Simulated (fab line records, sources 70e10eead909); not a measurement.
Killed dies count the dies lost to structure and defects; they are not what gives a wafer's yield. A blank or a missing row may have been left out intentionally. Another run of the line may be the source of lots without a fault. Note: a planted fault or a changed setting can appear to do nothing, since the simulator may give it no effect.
Matching of chambers    flow nand-harc    NHARC_P_CONTACT_DESCUM_17 on rie-diel-11 has 4 sister chambers
The step chemistry O2, time 3 s. 20 wafers are shown with their chamber, then 10 later ones without.

== EACH WAFER AND ITS CHAMBER ==
wafer   chamber  drypump-motor-current-A (A)  o2-flow-sccm (sccm)  oes-product-au (a.u.)
L879.1  1        6.1                          199.9                1.014
L879.2  3        5.7                          201.1                1.011
L879.6  1        6.1                          199.8                1.012
L882.2  3        5.7                          200.6                1.008
L882.4  1        6.1                          200.1                1.009
L882.5  1        6.1                          200.0                0.995
L881.2  0        5.5                          200.2                1.011
L881.3  1        6.1                          199.9                1.014
L881.5  2        5.6                          199.7                1.006
L885.1  0        5.5                          200.0                1.012
L885.4  1        6.1                          198.8                1.016
L885.5  1        6.1                          198.5                1.013
L888.3  3        5.7                          200.9                1.009
L888.5  2        5.6                          200.5                1.007
L888.6  1        6.1                          200.2                1.016
L889.2  3        5.6                          200.2                1.017
L889.4  2        5.6                          200.0                1.010
L889.5  3        5.6                          199.8                1.006
L894.3  0        5.5                          200.6                1.001
L894.4  2        5.6                          199.7                1.003

SIGNATURES (means of the wafers above)
reading                  chamber 0  chamber 1  chamber 2  chamber 3  scatter within a chamber
drypump-motor-current-A  5.500      6.100      5.600      5.660      0.0274
o2-flow-sccm             200.267    199.650    199.975    200.520    0.533
oes-product-au           1.00800    1.01113    1.00650    1.01020    0.00561
Rule: distance of a wafer from a chamber = root of the sum over the readings of ((wafer's reading minus chamber's mean) / reading's scatter) squared. If the next closest chamber is less than 2 further off than the closest, the wafer can't be placed; otherwise it belongs to the closest. The scatter is the square root of a quotient: the sum, over the shown wafers, of each reading's squared deviation from its chamber's mean, divided by wafers minus chambers.

== WAFERS MISSING THEIR CHAMBER ==
wafer   drypump-motor-current-A (A)  o2-flow-sccm (sccm)  oes-product-au (a.u.)
L894.6  5.5                          200.4                1.011
L896.1  5.7                          199.5                0.991
L896.2  5.5                          200.5                1.012
L896.5  5.5                          199.3                1.011
L900.2  5.7                          200.7                0.982
L900.5  6.1                          198.6                0.995
L900.6  5.6                          200.0                1.015
L902.1  5.7                          199.4                0.987
L902.2  6.1                          199.9                0.986
L902.5  6.1                          200.4                0.996

== WHICH CHAMBER EACH ONE RAN IN ==
wafer   from the rows above      in truth
L894.6  0                        0
L896.1  can't be placed: 3 or 2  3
L896.2  0                        0
L896.5  0                        0
L900.2  can't be placed: 3 or 2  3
L900.5  1                        1
L900.6  can't be placed: 2 or 3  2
L902.1  can't be placed: 3 or 2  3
L902.2  1                        1
L902.5  1                        1
Correct placement for 6 of the 10. Unplaceable from these rows: 4, with the true chamber sitting among the candidates in 4. Wrongly placed: 0.
